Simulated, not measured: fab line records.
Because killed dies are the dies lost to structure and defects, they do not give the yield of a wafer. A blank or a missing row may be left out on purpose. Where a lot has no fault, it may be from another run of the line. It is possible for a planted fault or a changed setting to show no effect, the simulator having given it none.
A lot that was struck, set against a sound lot -- flow nandHarc -- 14 steps out of a route of 1302
Sound: these wafers, L478.2, L478.3, L478.4. Wafers L472.1, L472.3, L472.5 were the ones struck. The cause is given at the end.
Order at every step that has rows: each side's tool, ch and its chambers, its first start. Under that, the readings that differ: sound wafers -- struck wafers -- difference of the means -- sigmas: that difference in standard deviations of wafers without a fault.
alike: a reading whose means differ by less than 2 such deviations, as well as words and numbers matching on both sides. not compared: withheld readings; readings where some wafer has no value; bounds like >300 that might hide an equal value; numbers whose values overlap and for which the record gives no deviation.
A row with sigmas, a row that says differs or no value, or rows on one side alone: a step with any of these is where the two part. When numbers do not overlap yet have no deviation, they are printed without sigmas and do not part them. A reading that every wafer of one side lacks parts them only if that side has two wafers or more.

first, 4 steps without rows for these wafers: NHARC_A_WL_FILL_STRIP_28 (strips in post etch residue remover, time 1200 s); NHARC_A_WL_FILL_PRECLEAN_06 (cleans in DIW, time 300 s); NHARC_A_WL_FILL_SRD_07; NHARC_A_WL_FILL_ANNEAL_08 (time 1800 s).
NHARC_A_WL_FILL_ALD_10: deposits SiO2, target thk 50 nm, pulse time 10 s, ald cycles 500.
  sound on aldHk-04 ch 0,2,3, day 26 07:44; struck on aldHk-02 ch 0,1,3, day 23 20:53
  alike: heaterPowerW, precursorPulseHeightRel
NHARC_A_WL_FILL_ETCHBACK_16: etches the open film in C4F8/O2/Ar, target depth 120 nm, time 24 s.
  sound on rieDiel-01 ch 0,1,2; struck on rieDiel-11 ch 0,2,3
  alike: oesProductAu, rfVppV
  not compared: rfHoursCounterH
NHARC_A_WL_FILL_STRIP_29: strips in O2, time 20 s.
  sound on rieDiel-01 ch 0,1,2, day 26 11:59; struck on rieDiel-11 ch 0,1,3, day 24 00:37
reading,sound,struck,difference,sigmas
oesProductAu (a.u.),1.011 1.010 1.006,1.002 0.994 0.983,-0.016,-2
  alike: drypumpMotorCurrentA, rfVppV, showerheadPlenumPTorr, throttleValvePct
  not compared: rfHoursCounterH
NHARC_A_WL_FILL_ETCHBACK_17: etches the open film in Cl2/BCl3, target depth 4 nm, time 26.7 s.
  sound on rieMetal-03 ch 0,1, day 26 12:04; struck on rieMetal-03 ch 0, day 24 00:43
  alike: drypumpMotorCurrentA, oesProductAu
  not compared: rfHoursCounterH
then, 3 steps without rows for these wafers: NHARC_A_WL_FILL_PRECLEAN_18 (cleans in dHF, time 30 s); NHARC_A_WL_FILL_SRD_21; NHARC_A_WL_FILL_CVD_23 (deposits poly-Si, target thk 40 nm, time 800 s).
NHARC_A_WL_FILL_ETCHBACK_26: etches the open film in HBr, target depth 52 nm, time 13.3 s.
  sound on rieSi-03 ch 0,2,3, day 26 17:12; struck on rieSi-01 ch 0,1, day 24 05:58
reading,sound,struck,difference,sigmas
drypumpMotorCurrentA (A),6.0 6.3 5.5,4.9 5.7 4.9,-0.8,-2
oesProductAu (a.u.),0.998 1.004 1.014,0.870 0.859 0.870,-0.139,-22
  alike: throttleValvePct
  not compared: rfHoursCounterH
then, 2 steps without rows for these wafers: NHARC_A_WL_FILL_PRECLEAN_30 (cleans in dHF, time 10 s); NHARC_END_SORT_01.

WHERE THEY PART
Last at NHARC_A_WL_FILL_ETCHBACK_26 as far as this record goes, first at NHARC_A_WL_FILL_STRIP_29.

WHY: the cause the simulator had injected
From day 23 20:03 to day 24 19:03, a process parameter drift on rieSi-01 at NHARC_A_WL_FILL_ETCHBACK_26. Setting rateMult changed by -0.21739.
